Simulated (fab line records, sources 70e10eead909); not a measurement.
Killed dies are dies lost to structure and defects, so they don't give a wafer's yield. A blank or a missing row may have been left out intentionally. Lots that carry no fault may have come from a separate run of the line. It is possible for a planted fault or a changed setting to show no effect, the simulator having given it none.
Matching of chambers -- flow nand_harc -- NHARC_A_STAIRCASE_DESCUM_270 on rie_diel-13 has 4 sister chambers
The step chemistry O2, time 3 s. 4 wafers are shown with their chamber, then 9 later ones without.

EACH WAFER AND ITS CHAMBER
wafer,chamber,showerhead_plenum_p_Torr (Torr)
L088.6,2,1.96
L090.1,0,1.89
L090.2,1,2.04
L090.6,3,2.08

WAFERS WITHOUT THEIR CHAMBER
wafer,showerhead_plenum_p_Torr (Torr)
L093.2,1.96
L093.3,1.89
L093.4,2.07
L095.1,2.07
L095.2,1.89
L095.5,1.89
L094.1,2.04
L094.2,2.07
L094.5,2.04

THE CHAMBER EACH PASSED THROUGH
wafer,from the rows above,in truth
L093.2,2,2
L093.3,0,0
L093.4,3,3
L095.1,3,3
L095.2,0,0
L095.5,0,0
L094.1,1,1
L094.2,3,3
L094.5,1,1
Correct placement for 9 of the 9. From these rows, 0 cannot be placed. Number placed wrongly: 0.
How it was worked out, from the rows above alone: a wafer's distance from a chamber is the root of the sum, over the readings, of the square of ((its reading less the chamber's mean) divided by the reading's scatter). The wafer belongs to the nearest chamber; if the next one is less than 2 further off, it can't be placed. For every chamber, the mean is computed from those of its wafers that are shown. The scatter (one wafer shown for each chamber): square how far every hidden wafer sits from the nearest shown wafer, average those squares and take the square root.
